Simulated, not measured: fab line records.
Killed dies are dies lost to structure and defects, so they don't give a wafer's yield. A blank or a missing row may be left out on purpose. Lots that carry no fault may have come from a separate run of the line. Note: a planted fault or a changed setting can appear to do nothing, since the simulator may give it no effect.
Matching of chambers || flow nand_harc || rie_diel-08 running NHARC_A_STAIRCASE_TRIM_233: 4 sister chambers
The step chemistry O2, time 211.2 s. 4 wafers are shown with their chamber, then 8 later ones without.

== WAFERS PAIRED WITH THEIR CHAMBERS ==
{"wafer": "L153.6", "chamber": 2, "showerhead_plenum_p_Torr (Torr)": 3.58}
{"wafer": "L156.4", "chamber": 1, "showerhead_plenum_p_Torr (Torr)": 3.41}
{"wafer": "L156.5", "chamber": 0, "showerhead_plenum_p_Torr (Torr)": 3.52}
{"wafer": "L158.1", "chamber": 3, "showerhead_plenum_p_Torr (Torr)": 3.36}

== WAFERS WITH NO CHAMBER GIVEN ==
{"wafer": "L158.2", "showerhead_plenum_p_Torr (Torr)": 3.57}
{"wafer": "L158.3", "showerhead_plenum_p_Torr (Torr)": 3.41}
{"wafer": "L159.2", "showerhead_plenum_p_Torr (Torr)": 3.36}
{"wafer": "L159.4", "showerhead_plenum_p_Torr (Torr)": 3.52}
{"wafer": "L159.6", "showerhead_plenum_p_Torr (Torr)": 3.52}
{"wafer": "L161.2", "showerhead_plenum_p_Torr (Torr)": 3.35}
{"wafer": "L161.3", "showerhead_plenum_p_Torr (Torr)": 3.41}
{"wafer": "L161.6", "showerhead_plenum_p_Torr (Torr)": 3.57}

== WHICH CHAMBER EACH ONE RAN IN ==
{"wafer": "L158.2", "from the rows above": 2, "in truth": 2}
{"wafer": "L158.3", "from the rows above": 1, "in truth": 1}
{"wafer": "L159.2", "from the rows above": 3, "in truth": 3}
{"wafer": "L159.4", "from the rows above": 0, "in truth": 0}
{"wafer": "L159.6", "from the rows above": 0, "in truth": 0}
{"wafer": "L161.2", "from the rows above": 3, "in truth": 3}
{"wafer": "L161.3", "from the rows above": 1, "in truth": 1}
{"wafer": "L161.6", "from the rows above": 2, "in truth": 2}
Correctly placed: 8 of 8. Number that these rows cannot place: 0. Wrongly placed: 0.
How it was worked out, from the rows above alone: a wafer's distance from a chamber is the root of the sum, over the readings, of the square of ((its reading less the chamber's mean) divided by the reading's scatter). The wafer belongs to the nearest chamber; if the next one is less than 2 further off, it can't be placed. For every chamber, the mean is computed from those of its wafers that are shown. The scatter: root of mean squared gap, hidden wafer to nearest shown wafer, with one shown wafer a chamber.
